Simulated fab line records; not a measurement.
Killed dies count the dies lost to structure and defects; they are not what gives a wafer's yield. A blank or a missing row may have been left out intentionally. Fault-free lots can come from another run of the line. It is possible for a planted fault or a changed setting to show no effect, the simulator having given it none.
Which of the tools did it?	flow n5Finfet	33 wafers from 11 lots sampled at 2 of the route's 1938 steps

WHAT EACH GAUGE READ, for each wafer
N5_BEOL_M5_CD_MEAS_11: target cd 27.74 nm.
lot	measured	on	cdNm (nm)
L580	day 8 19:47	cdSem-02	27.74 28.13 28.02
L582	day 9 06:22	cdSem-02	27.91 27.92 28.05
L581	day 9 09:26	cdSem-03	27.94 27.85 27.84
L585	day 9 13:22	cdSem-02	27.77 27.94 28.32
L584	day 9 13:37	cdSem-01	28.16 27.78 28.03
L586	day 10 13:16	cdSem-02	28.09 27.66 27.78
L590	day 12 22:26	cdSem-03	28.15 28.06 28.07
L594	day 14 01:25	cdSem-01	27.91 28.33 28.15
L597	day 15 01:19	cdSem-02	28.06 28.36 28.05
L601	day 15 18:43	cdSem-01	28.12 28.11 28.46
L602	day 16 02:07	cdSem-01	27.53 27.74 27.98

WHICH TOOL RAN EACH LOT (tool, then ch and the chambers of the sampled wafers, then the start)
lot	N5_BEOL_M4_DEP_57
L580	pecvd-02 ch 0,2, day 8 17:04
L582	pecvd-01 ch 0,1,2, day 9 04:06
L581	pecvd-01 ch 0,1,2, day 9 06:04
L585	pecvd-03 ch 0,1,2, day 9 08:58
L584	pecvd-03 ch 0,1,2, day 9 10:48
L586	pecvd-03 ch 0,1, day 10 10:23
L590	pecvd-01 ch 0,2, day 12 19:04
L594	pecvd-03 ch 0,2, day 13 20:23
L597	pecvd-03 ch 0,2, day 14 22:45
L601	pecvd-02 ch 0,1,2, day 15 15:02
L602	pecvd-01 ch 0,1,2, day 15 22:12
- N5_BEOL_M4_DEP_57: deposits SiCN from 3MS/NH3, target thk 8 nm, time 14 s.

THE ANSWER, worked out from the rows above alone
Rule: what is usual is taken from the lots themselves. Put in order of their means at a reading, lots are off if they are a third of the lots or fewer, leave a main group of 4 or more, and stand apart from it by a gap of 3 or more times the standard deviation of the main group's means; of several such gaps the widest counts. A main group whose means are all the same, to the digits that the tables above print for the reading, isn't used. A lot without any number at a reading at which 4 lots or more have one is off too. Any other lot the step has rows for is counted as sound.
Nothing can be told from this: no lot is off at any reading shown.

WHAT THE SIMULATOR HAD PUT IN
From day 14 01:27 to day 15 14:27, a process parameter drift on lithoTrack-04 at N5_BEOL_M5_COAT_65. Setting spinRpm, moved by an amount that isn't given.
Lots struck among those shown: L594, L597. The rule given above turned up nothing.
